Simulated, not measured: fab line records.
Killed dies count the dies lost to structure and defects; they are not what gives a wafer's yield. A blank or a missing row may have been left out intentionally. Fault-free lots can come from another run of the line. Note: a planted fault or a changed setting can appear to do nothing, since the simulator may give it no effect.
Matching of chambers ; flow n5-finfet ; 4 sister chambers for N5_BEOL_M2_ALD_84 on ald-metal-04
The step deposits TaN, pulse time 2 s, purge time 3 s, co reactant purge time 2 s. 8 wafers are shown with their chamber, then 8 later ones without.

== WAFERS WITH THEIR CHAMBER ==
wafer;chamber;heater-power-w (W)
L074.5;0;434
L080.6;2;387
L082.3;0;436
L082.5;1;403
L085.1;3;429
L085.2;1;408
L085.6;3;436
L092.1;2;400

== WAFERS WITHOUT THEIR CHAMBER ==
wafer;heater-power-w (W)
L092.2;407
L092.3;431
L095.2;385
L095.3;428
L095.4;406
L097.2;401
L097.4;441
L097.5;431

== THE CHAMBER EACH PASSED THROUGH ==
wafer;from the rows above;in truth
L092.2;1;1
L092.3;can't be placed: 3 or 0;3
L095.2;2;2
L095.3;can't be placed: 3 or 0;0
L095.4;1;1
L097.2;can't be placed: 1 or 2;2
L097.4;can't be placed: 0 or 3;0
L097.5;can't be placed: 3 or 0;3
Correct placement for 3 of the 8. From these rows, 5 cannot be placed; in 5 the true chamber is one of the candidates. 0 placed wrongly.
How it was worked out, from the rows above alone: a wafer's distance from a chamber is the root of the sum, over the readings, of the square of ((its reading less the chamber's mean) divided by the reading's scatter). If the next closest chamber is less than 2 further off than the closest, the wafer can't be placed; otherwise it belongs to the closest. Each chamber's mean is taken over the wafers shown for it. How the scatter is found: for the shown wafers, subtract from each reading the mean of its chamber, square and add these, divide the total by (wafers less chambers), then take the root.
